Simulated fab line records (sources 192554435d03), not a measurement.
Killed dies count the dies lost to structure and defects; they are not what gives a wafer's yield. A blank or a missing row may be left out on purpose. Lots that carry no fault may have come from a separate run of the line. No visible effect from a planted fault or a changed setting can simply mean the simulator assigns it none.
fab line records / flow n5_finfet / part 2 of 2: steps 16 to 27 of 27
record: lots: 5 wafers: 15 last_day: 17
route steps=1938 shown BEOL_M6@1225
lots untouched by any fault: they come from a run of this same line in which no faults occurred
start_h: the number of hours between the record's first day and the start of the first shown wafer of the lot / wait_h: hours elapsed since this lot's preceding step / " identical to the entry in the row above / L1.1+2: a row that stands for several wafers / - no value, or no start given / * or withheld: withheld / < > ~ a bound
route shown NAME@n: names a module that has steps shown in the file, with the first one's number in the route / usual: the fault-free wafers' mean and standard deviation / same: alike in all rows / chamber/n: place in a boat / sites: each site's reading / _std_site: standard deviation of those values / _edge_site: the outer-site mean with the inner-site mean subtracted / radius_mm: for every site, how far away it sits from the centre of the wafer / mask NAME#n: copy n / behind: tool/chamber where the wafer was last shaped / hold: the reason the lot was held/the length of the hold in hours/how it ended / device: names the non-switching transistor (n, p or np) / end of line: tests run on the same wafers once the route is complete / a step with no rows: only its recipe / killed: the dies lost at the first sort to structure and to defects; this is not the yield of the wafer / map: a wafer's dies, marking killed ones x, the rest . and places with no die _
set.NAME: the setting that was run; set.NAME@STEP: the one run at that earlier step / model.NAME: the simulator's own value behind a step, which no gauge read
a table for each step, a row for each wafer; lots at some steps of the route
services: when a tool's chamber went out of use (start_h, in hours from the record's first day, below 0 if earlier), for how many hours, and the reason
== steps ==
step: N5_BEOL_M6_ETCH_41
recipe: chemistry: CH3F/O2 target: SiCN target_depth_a: 297 taper_deg: 2 time_s: 52 ion_energy_ev: 120 mask_material: TiN pressure_mtorr: 30 source_w: 395 bias_w: 75 Ar_flow_sccm: 150 CH3F_flow_sccm: 30 O2_flow_sccm: 20
usual: CH3F_flow_sccm: 29.99/0.093 O2_flow_sccm: 19.99/0.062 drypump_motor_current_A: 5.7/0.4 oes_product_au: 0.80/0.084 rf_fwd_power_W: 391.0/1.6 rf_vpp_V: 297.6/1.5 showerhead_plenum_p_Torr: 2.01/0.061 throttle_valve_pct: 16.3/0.31
lot.wafer=L074.1 tool=rie_diel-05 chamber=2 start_h=- wait_h=- CH3F_flow_sccm=29.93 O2_flow_sccm=20.03 drypump_motor_current_A=6.2 oes_product_au=0.69 rf_fwd_power_W=391.4 rf_hours_counter_h=228 rf_vpp_V=298.8 showerhead_plenum_p_Torr=2.05 throttle_valve_pct=16.5
lot.wafer=L074.3 tool=rie_diel-05 chamber=0 start_h=- wait_h=- CH3F_flow_sccm=30.21 O2_flow_sccm=19.89 drypump_motor_current_A=5.5 oes_product_au=0.80 rf_fwd_power_W=391.6 rf_hours_counter_h=70 rf_vpp_V=298.6 showerhead_plenum_p_Torr=2.09 throttle_valve_pct=15.9
lot.wafer=L074.6 tool=rie_diel-05 chamber=1 start_h=- wait_h=- CH3F_flow_sccm=29.90 O2_flow_sccm=19.95 drypump_motor_current_A=5.5 oes_product_au=0.73 rf_fwd_power_W=391.8 rf_hours_counter_h=- rf_vpp_V=296.9 showerhead_plenum_p_Torr=1.99 throttle_valve_pct=16.8
lot.wafer=L089.2 tool=rie_diel-03 chamber=0 start_h=- wait_h=- CH3F_flow_sccm=30.08 O2_flow_sccm=20.06 drypump_motor_current_A=5.5 oes_product_au=0.95 rf_fwd_power_W=394.3 rf_hours_counter_h=16 rf_vpp_V=301.0 showerhead_plenum_p_Torr=2.13 throttle_valve_pct=15.8
lot.wafer=L089.4 tool=rie_diel-03 chamber=2 start_h=- wait_h=- CH3F_flow_sccm=30.12 O2_flow_sccm=19.98 drypump_motor_current_A=5.9 oes_product_au=0.83 rf_fwd_power_W=391.4 rf_hours_counter_h=71 rf_vpp_V=296.7 showerhead_plenum_p_Torr=1.94 throttle_valve_pct=16.3
lot.wafer=L089.6 tool=rie_diel-03 chamber=2 start_h=- wait_h=- CH3F_flow_sccm=29.98 O2_flow_sccm=19.91 drypump_motor_current_A=5.9 oes_product_au=0.83 rf_fwd_power_W=389.1 rf_hours_counter_h=- rf_vpp_V=295.8 showerhead_plenum_p_Torr=1.94 throttle_valve_pct=16.3
lot.wafer=L091.2 tool=rie_diel-05 chamber=2 start_h=- wait_h=- CH3F_flow_sccm=30.00 O2_flow_sccm=20.06 drypump_motor_current_A=6.2 oes_product_au=0.95 rf_fwd_power_W=390.6 rf_hours_counter_h=5 rf_vpp_V=298.9 showerhead_plenum_p_Torr=2.04 throttle_valve_pct=16.1
lot.wafer=L091.4 tool=rie_diel-05 chamber=1 start_h=- wait_h=- CH3F_flow_sccm=29.93 O2_flow_sccm=19.98 drypump_motor_current_A=5.5 oes_product_au=0.71 rf_fwd_power_W=392.3 rf_hours_counter_h=236 rf_vpp_V=297.4 showerhead_plenum_p_Torr=1.98 throttle_valve_pct=16.9
lot.wafer=L091.6 tool=rie_diel-05 chamber=2 start_h=- wait_h=- CH3F_flow_sccm=29.95 O2_flow_sccm=20.01 drypump_motor_current_A=6.1 oes_product_au=0.95 rf_fwd_power_W=388.6 rf_hours_counter_h=- rf_vpp_V=297.7 showerhead_plenum_p_Torr=2.04 throttle_valve_pct=16.1
lot.wafer=L093.2 tool=rie_diel-05 chamber=2 start_h=- wait_h=- CH3F_flow_sccm=29.98 O2_flow_sccm=20.04 drypump_motor_current_A=6.2 oes_product_au=0.93 rf_fwd_power_W=390.3 rf_hours_counter_h=8 rf_vpp_V=298.4 showerhead_plenum_p_Torr=2.04 throttle_valve_pct=16.1
lot.wafer=L093.5 tool=rie_diel-05 chamber=0 start_h=- wait_h=- CH3F_flow_sccm=29.96 O2_flow_sccm=20.02 drypump_motor_current_A=5.6 oes_product_au=0.77 rf_fwd_power_W=389.7 rf_hours_counter_h=- rf_vpp_V=298.5 showerhead_plenum_p_Torr=2.08 throttle_valve_pct=15.9
lot.wafer=L093.6 tool=rie_diel-05 chamber=3 start_h=- wait_h=- CH3F_flow_sccm=30.02 O2_flow_sccm=20.02 drypump_motor_current_A=5.6 oes_product_au=0.69 rf_fwd_power_W=391.9 rf_hours_counter_h=- rf_vpp_V=297.8 showerhead_plenum_p_Torr=1.99 throttle_valve_pct=16.6
lot.wafer=L097.1 tool=rie_diel-03 chamber=1 start_h=- wait_h=- CH3F_flow_sccm=29.81 O2_flow_sccm=20.06 drypump_motor_current_A=6.8 oes_product_au=0.84 rf_fwd_power_W=391.2 rf_hours_counter_h=77 rf_vpp_V=295.2 showerhead_plenum_p_Torr=1.93 throttle_valve_pct=16.2
lot.wafer=L097.4 tool=rie_diel-03 chamber=3 start_h=- wait_h=- CH3F_flow_sccm=29.86 O2_flow_sccm=20.04 drypump_motor_current_A=5.6 oes_product_au=0.77 rf_fwd_power_W=391.0 rf_hours_counter_h=151 rf_vpp_V=299.9 showerhead_plenum_p_Torr=2.08 throttle_valve_pct=16.4
lot.wafer=L097.5 tool=rie_diel-03 chamber=2 start_h=- wait_h=- CH3F_flow_sccm=30.16 O2_flow_sccm=19.81 drypump_motor_current_A=5.9 oes_product_au=0.80 rf_fwd_power_W=389.8 rf_hours_counter_h=- rf_vpp_V=297.3 showerhead_plenum_p_Torr=1.93 throttle_valve_pct=16.3
step: N5_BEOL_M6_STRIP_80
recipe: chemistry: N2/H2 time_s: 10 power_w: 450 temp_c: 40 pressure_mtorr: 20 rf_frequency_hz: 6e+07 bias_power_w: 7 n2_flow_sccm: 200 h2_flow_sccm: 200
usual: drypump_motor_current_A: 5.7/0.39 oes_product_au: 0.80/0.084 rf_vpp_V: 59.2/0.91 showerhead_plenum_p_Torr: 2.55/0.085 throttle_valve_pct: 23.6/0.33
lot.wafer=L074.1 tool=rie_diel-05 chamber=2 start_h=- wait_h=- drypump_motor_current_A=6.1 oes_product_au=0.69 rf_hours_counter_h=228 rf_vpp_V=59.4 showerhead_plenum_p_Torr=2.63 throttle_valve_pct=23.9
lot.wafer=L074.3 tool=rie_diel-05 chamber=0 start_h=- wait_h=- drypump_motor_current_A=5.5 oes_product_au=0.82 rf_hours_counter_h=70 rf_vpp_V=58.8 showerhead_plenum_p_Torr=2.67 throttle_valve_pct=23.1
lot.wafer=L074.6 tool=rie_diel-05 chamber=1 start_h=- wait_h=- drypump_motor_current_A=5.5 oes_product_au=0.73 rf_hours_counter_h=- rf_vpp_V=59.9 showerhead_plenum_p_Torr=2.51 throttle_valve_pct=23.9
lot.wafer=L089.2 tool=rie_diel-03 chamber=0 start_h=- wait_h=- drypump_motor_current_A=5.5 oes_product_au=0.95 rf_hours_counter_h=16 rf_vpp_V=60.8 showerhead_plenum_p_Torr=2.71 throttle_valve_pct=23.3
lot.wafer=L089.4 tool=rie_diel-03 chamber=2 start_h=- wait_h=- drypump_motor_current_A=5.9 oes_product_au=0.82 rf_hours_counter_h=71 rf_vpp_V=59.0 showerhead_plenum_p_Torr=2.46 throttle_valve_pct=23.6
lot.wafer=L089.6 tool=rie_diel-03 chamber=2 start_h=- wait_h=- drypump_motor_current_A=5.9 oes_product_au=0.83 rf_hours_counter_h=- rf_vpp_V=59.5 showerhead_plenum_p_Torr=2.46 throttle_valve_pct=23.6
lot.wafer=L091.2 tool=rie_diel-05 chamber=2 start_h=- wait_h=- drypump_motor_current_A=6.2 oes_product_au=0.95 rf_hours_counter_h=5 rf_vpp_V=59.6 showerhead_plenum_p_Torr=2.62 throttle_valve_pct=23.6
lot.wafer=L091.4 tool=rie_diel-05 chamber=1 start_h=- wait_h=- drypump_motor_current_A=5.5 oes_product_au=0.70 rf_hours_counter_h=236 rf_vpp_V=58.8 showerhead_plenum_p_Torr=2.49 throttle_valve_pct=23.9
lot.wafer=L091.6 tool=rie_diel-05 chamber=2 start_h=- wait_h=- drypump_motor_current_A=6.2 oes_product_au=0.95 rf_hours_counter_h=- rf_vpp_V=59.7 showerhead_plenum_p_Torr=2.61 throttle_valve_pct=23.6
lot.wafer=L093.2 tool=rie_diel-05 chamber=2 start_h=- wait_h=- drypump_motor_current_A=6.2 oes_product_au=0.95 rf_hours_counter_h=8 rf_vpp_V=60.1 showerhead_plenum_p_Torr=2.61 throttle_valve_pct=23.6
lot.wafer=L093.5 tool=rie_diel-05 chamber=0 start_h=- wait_h=- drypump_motor_current_A=5.5 oes_product_au=0.78 rf_hours_counter_h=- rf_vpp_V=60.5 showerhead_plenum_p_Torr=2.65 throttle_valve_pct=23.2
lot.wafer=L093.6 tool=rie_diel-05 chamber=3 start_h=- wait_h=- drypump_motor_current_A=5.6 oes_product_au=0.69 rf_hours_counter_h=- rf_vpp_V=59.7 showerhead_plenum_p_Torr=2.51 throttle_valve_pct=23.9
lot.wafer=L097.1 tool=rie_diel-03 chamber=1 start_h=- wait_h=- drypump_motor_current_A=6.8 oes_product_au=0.84 rf_hours_counter_h=77 rf_vpp_V=57.6 showerhead_plenum_p_Torr=2.45 throttle_valve_pct=23.5
lot.wafer=L097.4 tool=rie_diel-03 chamber=3 start_h=- wait_h=- drypump_motor_current_A=5.6 oes_product_au=0.78 rf_hours_counter_h=151 rf_vpp_V=60.3 showerhead_plenum_p_Torr=2.66 throttle_valve_pct=23.9
lot.wafer=L097.5 tool=rie_diel-03 chamber=2 start_h=- wait_h=- drypump_motor_current_A=5.9 oes_product_au=0.81 rf_hours_counter_h=- rf_vpp_V=60.4 showerhead_plenum_p_Torr=2.45 throttle_valve_pct=23.6
step: N5_BEOL_M6_OCD_MEAS_38
usual: trench_depth_nm: 95.0/1.8
lot.wafer=L074.1 tool=ocd-01 chamber=- start_h=190.15 wait_h=- trench_depth_nm=91.7
lot.wafer=L074.3 tool=ocd-01 chamber=- start_h=190.15 wait_h=- trench_depth_nm=92.6
lot.wafer=L074.6 tool=ocd-01 chamber=- start_h=190.15 wait_h=- trench_depth_nm=92.8
lot.wafer=L089.2 tool=ocd-02 chamber=- start_h=271.67 wait_h=- trench_depth_nm=95.7
lot.wafer=L089.4 tool=ocd-02 chamber=- start_h=271.67 wait_h=- trench_depth_nm=96.5
lot.wafer=L089.6 tool=ocd-02 chamber=- start_h=271.67 wait_h=- trench_depth_nm=97.9
lot.wafer=L091.2 tool=ocd-02 chamber=- start_h=282.54 wait_h=- trench_depth_nm=93.7
lot.wafer=L091.4 tool=ocd-02 chamber=- start_h=282.54 wait_h=- trench_depth_nm=93.0
lot.wafer=L091.6 tool=ocd-02 chamber=- start_h=282.54 wait_h=- trench_depth_nm=93.9
lot.wafer=L093.2 tool=ocd-01 chamber=- start_h=293.71 wait_h=- trench_depth_nm=95.0
lot.wafer=L093.5 tool=ocd-01 chamber=- start_h=293.71 wait_h=- trench_depth_nm=93.2
lot.wafer=L093.6 tool=ocd-01 chamber=- start_h=293.71 wait_h=- trench_depth_nm=94.5
lot.wafer=L097.1 tool=ocd-02 chamber=- start_h=316.99 wait_h=- trench_depth_nm=96.9
lot.wafer=L097.4 tool=ocd-02 chamber=- start_h=316.99 wait_h=- trench_depth_nm=95.6
lot.wafer=L097.5 tool=ocd-02 chamber=- start_h=316.99 wait_h=- trench_depth_nm=97.3
step: N5_BEOL_M6_HM_STRIP_39
recipe: chemistry: peroxide_tin_strip material: TiN target_depth_a: 250 temp_c: 50 time_s: 158
lot.wafer=L074.1+3+6 tool=wet_bench-04 chamber=2,7,0 start_h=190.18 wait_h=0.0
lot.wafer=L089.2+4+6 tool=wet_bench-03 chamber=2,0,7 start_h=271.70 wait_h=0.0
lot.wafer=L091.2+4+6 tool=wet_bench-04 chamber=7,3,4 start_h=282.57 wait_h=0.0
lot.wafer=L093.2+5+6 tool=wet_bench-03 chamber=5,7,1 start_h=293.74 wait_h=0.0
lot.wafer=L097.1+4+5 tool=wet_bench-03 chamber=6,7,4 start_h=317.04 wait_h=0.0
step: N5_BEOL_M6_SRD_40
recipe: time_s: 30 temp_c: 23 rinse_liquid: diw dry: ipa_marangoni
lot.wafer=L074.1+3+6 tool=wet_bench-04 chamber=2,7,0 start_h=190.23 wait_h=0.0
lot.wafer=L089.2+4+6 tool=wet_bench-03 chamber=2,0,7 start_h=271.76 wait_h=0.0
lot.wafer=L091.2+4+6 tool=wet_bench-04 chamber=7,3,4 start_h=282.62 wait_h=0.0
lot.wafer=L093.2+5+6 tool=wet_bench-03 chamber=5,7,1 start_h=293.79 wait_h=0.0
lot.wafer=L097.1+4+5 tool=wet_bench-03 chamber=6,7,4 start_h=317.09 wait_h=0.0
step: N5_BEOL_M6_PRECLEAN_42
recipe: chemistry: residue_remover time_s: 60 temp_c: 40
lot.wafer=L074.1+3+6 tool=wet_bench-04 chamber=2,7,0 start_h=190.24 wait_h=0.0
lot.wafer=L089.2+4+6 tool=wet_bench-03 chamber=2,0,7 start_h=271.77 wait_h=0.0
lot.wafer=L091.2+4+6 tool=wet_bench-04 chamber=7,3,4 start_h=282.64 wait_h=0.0
lot.wafer=L093.2+5+6 tool=wet_bench-03 chamber=5,7,1 start_h=293.81 wait_h=0.0
lot.wafer=L097.1+4+5 tool=wet_bench-03 chamber=6,7,4 start_h=317.11 wait_h=0.0
step: N5_BEOL_M6_SRD_43
recipe: time_s: 30 temp_c: 23 rinse_liquid: diw dry: ipa_marangoni
lot.wafer=L074.1+3+6 tool=wet_bench-04 chamber=2,7,0 start_h=190.26 wait_h=0.0
lot.wafer=L089.2+4+6 tool=wet_bench-03 chamber=2,0,7 start_h=271.79 wait_h=0.0
lot.wafer=L091.2+4+6 tool=wet_bench-04 chamber=7,3,4 start_h=282.65 wait_h=0.0
lot.wafer=L093.2+5+6 tool=wet_bench-03 chamber=5,7,1 start_h=293.83 wait_h=0.0
lot.wafer=L097.1+4+5 tool=wet_bench-03 chamber=6,7,4 start_h=317.13 wait_h=0.0
step: N5_BEOL_M6_CD_MEAS_35
recipe: target_cd_nm: 40 target_cd_y_nm: 28 polarity: opening
usual: cd_nm: 39.8/0.58
lot.wafer=L074.1 tool=cd_sem-03 chamber=- start_h=190.30 wait_h=0.0 cd_nm=40.3
lot.wafer=L074.3 tool=cd_sem-03 chamber=- start_h=190.30 wait_h=0.0 cd_nm=39.1
lot.wafer=L074.6 tool=cd_sem-03 chamber=- start_h=190.30 wait_h=0.0 cd_nm=39.5
lot.wafer=L089.2 tool=cd_sem-02 chamber=- start_h=271.84 wait_h=0.0 cd_nm=40.8
lot.wafer=L089.4 tool=cd_sem-02 chamber=- start_h=271.84 wait_h=0.0 cd_nm=40.5
lot.wafer=L089.6 tool=cd_sem-02 chamber=- start_h=271.84 wait_h=0.0 cd_nm=39.4
lot.wafer=L091.2 tool=cd_sem-03 chamber=- start_h=282.70 wait_h=0.0 cd_nm=39.6
lot.wafer=L091.4 tool=cd_sem-03 chamber=- start_h=282.70 wait_h=0.0 cd_nm=40.1
lot.wafer=L091.6 tool=cd_sem-03 chamber=- start_h=282.70 wait_h=0.0 cd_nm=40.3
lot.wafer=L093.2 tool=cd_sem-02 chamber=- start_h=293.87 wait_h=0.0 cd_nm=39.9
lot.wafer=L093.5 tool=cd_sem-02 chamber=- start_h=293.87 wait_h=0.0 cd_nm=40.6
lot.wafer=L093.6 tool=cd_sem-02 chamber=- start_h=293.87 wait_h=0.0 cd_nm=40.1
lot.wafer=L097.1 tool=cd_sem-03 chamber=- start_h=317.17 wait_h=0.0 cd_nm=39.6
lot.wafer=L097.4 tool=cd_sem-03 chamber=- start_h=317.17 wait_h=0.0 cd_nm=39.0
lot.wafer=L097.5 tool=cd_sem-03 chamber=- start_h=317.17 wait_h=0.0 cd_nm=39.9
step: N5_BEOL_M6_CURE_75
recipe: temp_c: 370 time_s: 120 ambient: DMADMS/He material: SiCOH_lowk
usual: lamp_power_pct: 52.31/0.056 wafer_temp_C_max: 371.9/0.65
lot.wafer=L074.1 tool=uv_cure-01 chamber=1 start_h=190.34 wait_h=0.0 lamp_power_pct=52.25 wafer_temp_C_max=371.3
lot.wafer=L074.3 tool=uv_cure-01 chamber=1 start_h=190.34 wait_h=0.0 lamp_power_pct=52.32 wafer_temp_C_max=370.9
lot.wafer=L074.6 tool=uv_cure-01 chamber=1 start_h=190.34 wait_h=0.0 lamp_power_pct=52.36 wafer_temp_C_max=371.4
lot.wafer=L089.2 tool=uv_cure-03 chamber=1 start_h=271.98 wait_h=0.1 lamp_power_pct=52.37 wafer_temp_C_max=372.2
lot.wafer=L089.4 tool=uv_cure-03 chamber=1 start_h=271.98 wait_h=0.1 lamp_power_pct=52.24 wafer_temp_C_max=372.1
lot.wafer=L089.6 tool=uv_cure-03 chamber=1 start_h=271.98 wait_h=0.1 lamp_power_pct=52.32 wafer_temp_C_max=371.4
lot.wafer=L091.2 tool=uv_cure-03 chamber=1 start_h=282.82 wait_h=0.1 lamp_power_pct=52.23 wafer_temp_C_max=372.8
lot.wafer=L091.4 tool=uv_cure-03 chamber=1 start_h=282.82 wait_h=0.1 lamp_power_pct=52.27 wafer_temp_C_max=373.2
lot.wafer=L091.6 tool=uv_cure-03 chamber=1 start_h=282.82 wait_h=0.1 lamp_power_pct=52.25 wafer_temp_C_max=372.6
lot.wafer=L093.2 tool=uv_cure-01 chamber=0 start_h=293.96 wait_h=0.1 lamp_power_pct=52.26 wafer_temp_C_max=371.6
lot.wafer=L093.5 tool=uv_cure-01 chamber=0 start_h=293.96 wait_h=0.1 lamp_power_pct=52.30 wafer_temp_C_max=371.5
lot.wafer=L093.6 tool=uv_cure-01 chamber=0 start_h=293.96 wait_h=0.1 lamp_power_pct=52.30 wafer_temp_C_max=371.6
lot.wafer=L097.1 tool=uv_cure-02 chamber=1 start_h=317.23 wait_h=0.1 lamp_power_pct=52.37 wafer_temp_C_max=371.9
lot.wafer=L097.4 tool=uv_cure-02 chamber=1 start_h=317.23 wait_h=0.1 lamp_power_pct=52.37 wafer_temp_C_max=371.7
lot.wafer=L097.5 tool=uv_cure-02 chamber=1 start_h=317.23 wait_h=0.1 lamp_power_pct=52.35 wafer_temp_C_max=372.0
step: N5_BEOL_M6_DEGAS_44
recipe: ambient: vacuum temp_c: 250 time_s: 60
usual: heater_power_w: 352/29
lot.wafer=L074.1 tool=pvd_sputter-02 chamber=- start_h=191.38 wait_h=1.0 heater_power_w=375
lot.wafer=L074.3 tool=pvd_sputter-02 chamber=- start_h=191.38 wait_h=1.0 heater_power_w=377
lot.wafer=L074.6 tool=pvd_sputter-02 chamber=- start_h=191.38 wait_h=1.0 heater_power_w=370
lot.wafer=L089.2 tool=pvd_sputter-01 chamber=- start_h=272.50 wait_h=0.4 heater_power_w=376
lot.wafer=L089.4 tool=pvd_sputter-01 chamber=- start_h=272.50 wait_h=0.4 heater_power_w=345
lot.wafer=L089.6 tool=pvd_sputter-01 chamber=- start_h=272.50 wait_h=0.4 heater_power_w=383
lot.wafer=L091.2 tool=pvd_sputter-03 chamber=- start_h=283.24 wait_h=0.4 heater_power_w=360
lot.wafer=L091.4 tool=pvd_sputter-03 chamber=- start_h=283.24 wait_h=0.4 heater_power_w=305
lot.wafer=L091.6 tool=pvd_sputter-03 chamber=- start_h=283.24 wait_h=0.4 heater_power_w=324
lot.wafer=L093.2 tool=pvd_sputter-01 chamber=- start_h=294.23 wait_h=0.2 heater_power_w=336
lot.wafer=L093.5 tool=pvd_sputter-01 chamber=- start_h=294.23 wait_h=0.2 heater_power_w=326
lot.wafer=L093.6 tool=pvd_sputter-01 chamber=- start_h=294.23 wait_h=0.2 heater_power_w=381
lot.wafer=L097.1 tool=pvd_sputter-01 chamber=- start_h=318.26 wait_h=1.0 heater_power_w=333
lot.wafer=L097.4 tool=pvd_sputter-01 chamber=- start_h=318.26 wait_h=1.0 heater_power_w=341
lot.wafer=L097.5 tool=pvd_sputter-01 chamber=- start_h=318.26 wait_h=1.0 heater_power_w=332
step: N5_BEOL_M6_PRE_CLEAN_45
recipe: gas: H2/He time_s: 30 temp_c: 250
usual: heater_power_w: 351/29
lot.wafer=L074.1 tool=pvd_sputter-02 chamber=- start_h=191.42 wait_h=0.0 heater_power_w=356
lot.wafer=L074.3 tool=pvd_sputter-02 chamber=- start_h=191.42 wait_h=0.0 heater_power_w=370
lot.wafer=L074.6 tool=pvd_sputter-02 chamber=- start_h=191.42 wait_h=0.0 heater_power_w=378
lot.wafer=L089.2 tool=pvd_sputter-01 chamber=- start_h=272.54 wait_h=0.0 heater_power_w=377
lot.wafer=L089.4 tool=pvd_sputter-01 chamber=- start_h=272.54 wait_h=0.0 heater_power_w=328
lot.wafer=L089.6 tool=pvd_sputter-01 chamber=- start_h=272.54 wait_h=0.0 heater_power_w=375
lot.wafer=L091.2 tool=pvd_sputter-03 chamber=- start_h=283.28 wait_h=0.0 heater_power_w=362
lot.wafer=L091.4 tool=pvd_sputter-03 chamber=- start_h=283.28 wait_h=0.0 heater_power_w=311
lot.wafer=L091.6 tool=pvd_sputter-03 chamber=- start_h=283.28 wait_h=0.0 heater_power_w=329
lot.wafer=L093.2 tool=pvd_sputter-01 chamber=- start_h=294.27 wait_h=0.0 heater_power_w=334
lot.wafer=L093.5 tool=pvd_sputter-01 chamber=- start_h=294.27 wait_h=0.0 heater_power_w=332
lot.wafer=L093.6 tool=pvd_sputter-01 chamber=- start_h=294.27 wait_h=0.0 heater_power_w=374
lot.wafer=L097.1 tool=pvd_sputter-01 chamber=- start_h=318.30 wait_h=0.0 heater_power_w=336
lot.wafer=L097.4 tool=pvd_sputter-01 chamber=- start_h=318.30 wait_h=0.0 heater_power_w=342
lot.wafer=L097.5 tool=pvd_sputter-01 chamber=- start_h=318.30 wait_h=0.0 heater_power_w=333
step: N5_BEOL_M6_ALD_77
recipe: material: TaN target_thk_a: 20 temp_c: 275 ald_precursor_family: PDMAT ald_co_reactant: NH3 pressure_torr: 3 carrier_flow_sccm: 1500 pulse_time_s: 2 purge_time_s: 3 co_reactant_purge_time_s: 2 co_reactant_pulse_time_s: 3 ald_cycles: 40 precursor_vessel_temp_c: 75 precursor_vessel_pressure_torr: 26.25 precursor_vessel_carrier_sccm: 1000
usual: chamber_pressure_Torr: 3.000/0.0058 heater_power_w: 421/28
lot.wafer=L074.1 tool=ald_metal-03 chamber=3 start_h=191.51 wait_h=0.1 chamber_pressure_Torr=2.991 heater_power_w=457 since_wet_clean_h=1393
lot.wafer=L074.3 tool=ald_metal-03 chamber=2 start_h=191.51 wait_h=0.1 chamber_pressure_Torr=2.996 heater_power_w=437 since_wet_clean_h=1393
lot.wafer=L074.6 tool=ald_metal-03 chamber=2 start_h=191.51 wait_h=0.1 chamber_pressure_Torr=2.998 heater_power_w=432 since_wet_clean_h=-
lot.wafer=L089.2 tool=ald_metal-01 chamber=1 start_h=272.60 wait_h=0.0 chamber_pressure_Torr=2.995 heater_power_w=415 since_wet_clean_h=6089
lot.wafer=L089.4 tool=ald_metal-01 chamber=2 start_h=272.60 wait_h=0.0 chamber_pressure_Torr=2.993 heater_power_w=401 since_wet_clean_h=6089
lot.wafer=L089.6 tool=ald_metal-01 chamber=3 start_h=272.60 wait_h=0.0 chamber_pressure_Torr=3.003 heater_power_w=418 since_wet_clean_h=-
lot.wafer=L091.2 tool=ald_metal-03 chamber=2 start_h=283.34 wait_h=0.0 chamber_pressure_Torr=2.996 heater_power_w=430 since_wet_clean_h=1485
lot.wafer=L091.4 tool=ald_metal-03 chamber=3 start_h=283.34 wait_h=0.0 chamber_pressure_Torr=3.001 heater_power_w=461 since_wet_clean_h=1485
lot.wafer=L091.6 tool=ald_metal-03 chamber=2 start_h=283.34 wait_h=0.0 chamber_pressure_Torr=2.998 heater_power_w=427 since_wet_clean_h=-
lot.wafer=L093.2 tool=ald_metal-03 chamber=3 start_h=294.35 wait_h=0.1 chamber_pressure_Torr=2.996 heater_power_w=468 since_wet_clean_h=1496
lot.wafer=L093.5 tool=ald_metal-03 chamber=0 start_h=294.35 wait_h=0.1 chamber_pressure_Torr=3.000 heater_power_w=490 since_wet_clean_h=-
lot.wafer=L093.6 tool=ald_metal-03 chamber=1 start_h=294.35 wait_h=0.1 chamber_pressure_Torr=2.984 heater_power_w=390 since_wet_clean_h=-
lot.wafer=L097.1 tool=ald_metal-01 chamber=2 start_h=318.58 wait_h=0.3 chamber_pressure_Torr=2.991 heater_power_w=391 since_wet_clean_h=6135
lot.wafer=L097.4 tool=ald_metal-01 chamber=0 start_h=318.58 wait_h=0.3 chamber_pressure_Torr=2.989 heater_power_w=429 since_wet_clean_h=6135
lot.wafer=L097.5 tool=ald_metal-01 chamber=2 start_h=318.58 wait_h=0.3 chamber_pressure_Torr=2.997 heater_power_w=395 since_wet_clean_h=-
== services ==
tool=uv_cure-01 chamber=- start_h=166.41 hours=1.0 kind=pm
tool=rie_diel-03 chamber=0 start_h=168.28 hours=7.7 kind=repair
tool=ald_metal-03 chamber=1 start_h=177.29 hours=10.4 kind=repair
tool=rie_diel-03 chamber=0 start_h=190.42 hours=- kind=clean
tool=rie_diel-05 chamber=1 start_h=213.01 hours=3.8 kind=repair
tool=uv_cure-01 chamber=- start_h=215.37 hours=28.1 kind=pm
tool=ald_metal-03 chamber=- start_h=229.01 hours=8.7 kind=pm
tool=rie_diel-05 chamber=2 start_h=241.53 hours=4.6 kind=repair
tool=ald_metal-03 chamber=0 start_h=245.01 hours=30.0 kind=repair
tool=wet_bench-04 chamber=- start_h=248.69 hours=1.9 kind=pm
tool=rie_diel-05 chamber=2 start_h=253.64 hours=- kind=clean
tool=rie_diel-05 chamber=2 start_h=253.64 hours=- kind=consumable_replace:focus_ring
tool=rie_diel-05 chamber=2 start_h=253.64 hours=17.4 kind=scheduled_down
tool=rie_diel-05 chamber=2 start_h=253.64 hours=17.4 kind=vent_cycle
tool=rie_diel-03 chamber=0 start_h=277.30 hours=4.8 kind=repair
tool=ald_metal-01 chamber=- start_h=281.36 hours=8.7 kind=pm
tool=uv_cure-02 chamber=- start_h=289.28 hours=1.5 kind=repair
tool=rie_diel-05 chamber=2 start_h=294.72 hours=3.8 kind=repair
tool=uv_cure-03 chamber=- start_h=294.98 hours=7.5 kind=pm
tool=ald_metal-01 chamber=0 start_h=295.77 hours=5.1 kind=repair
tool=rie_diel-05 chamber=0 start_h=303.23 hours=6.3 kind=repair
tool=uv_cure-02 chamber=- start_h=303.77 hours=1.3 kind=repair
tool=uv_cure-01 chamber=- start_h=308.01 hours=1.1 kind=repair
tool=wet_bench-03 chamber=- start_h=308.80 hours=2.2 kind=repair
